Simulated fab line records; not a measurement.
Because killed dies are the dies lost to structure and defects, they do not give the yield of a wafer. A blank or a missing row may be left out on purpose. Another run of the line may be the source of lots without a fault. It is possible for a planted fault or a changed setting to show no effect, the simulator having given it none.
Which tool was responsible? :: flow n5-finfet :: at 1 step of a route of 1938, 11 lots with 30 wafers sampled

== WHAT THE GAUGES READ, wafer by wafer ==
N5_HKMG_FIN_INSPECT_61: inspects for defects (macro).
lot: L133
measured: day 4 12:41
on: defect-inspect-02
raw-defect-count: 0 1 2

lot: L137
measured: day 5 16:51
on: defect-inspect-02
raw-defect-count: 2 0

lot: L141
measured: day 6 16:26
on: defect-inspect-01
raw-defect-count: 1 1

lot: L142
measured: day 6 19:43
on: defect-inspect-01
raw-defect-count: 4 2

lot: L146
measured: day 7 20:02
on: defect-inspect-02
raw-defect-count: 4 2 3

lot: L147
measured: day 8 06:58
on: defect-inspect-01
raw-defect-count: 4 3 1

lot: L149
measured: day 8 18:39
on: defect-inspect-02
raw-defect-count: 1 1 3

lot: L151
measured: day 9 02:42
on: defect-inspect-02
raw-defect-count: 3 1 2

lot: L152
measured: day 9 08:34
on: defect-inspect-01
raw-defect-count: 1 2 1

lot: L153
measured: day 9 13:04
on: defect-inspect-02
raw-defect-count: 1 2 1

lot: L154
measured: day 9 20:41
on: defect-inspect-01
raw-defect-count: 2 2 1

== EACH LOT AND THE TOOL THAT RAN IT (in order: tool; ch and the chambers of the sampled wafers; start) ==
Record: no process step prior to these readings.

== THE ANSWER, worked out from the rows above alone ==
Rule: what is usual is taken from the lots themselves. Put in order of their means at a reading, lots are off if they are a third of the lots or fewer, leave a main group of 4 or more, and stand apart from it by a gap of 3 or more times the standard deviation of the main group's means; of several such gaps the widest counts. If all means in a main group match to the digits the tables above print for the reading, that group is not used. A lot without any number at a reading at which 4 lots or more have one is off too. Any other lot the step has rows for is counted as sound.
None of the lots is off at any reading shown; this tells nothing.

== WHAT THE SIMULATOR HAD INSERTED ==
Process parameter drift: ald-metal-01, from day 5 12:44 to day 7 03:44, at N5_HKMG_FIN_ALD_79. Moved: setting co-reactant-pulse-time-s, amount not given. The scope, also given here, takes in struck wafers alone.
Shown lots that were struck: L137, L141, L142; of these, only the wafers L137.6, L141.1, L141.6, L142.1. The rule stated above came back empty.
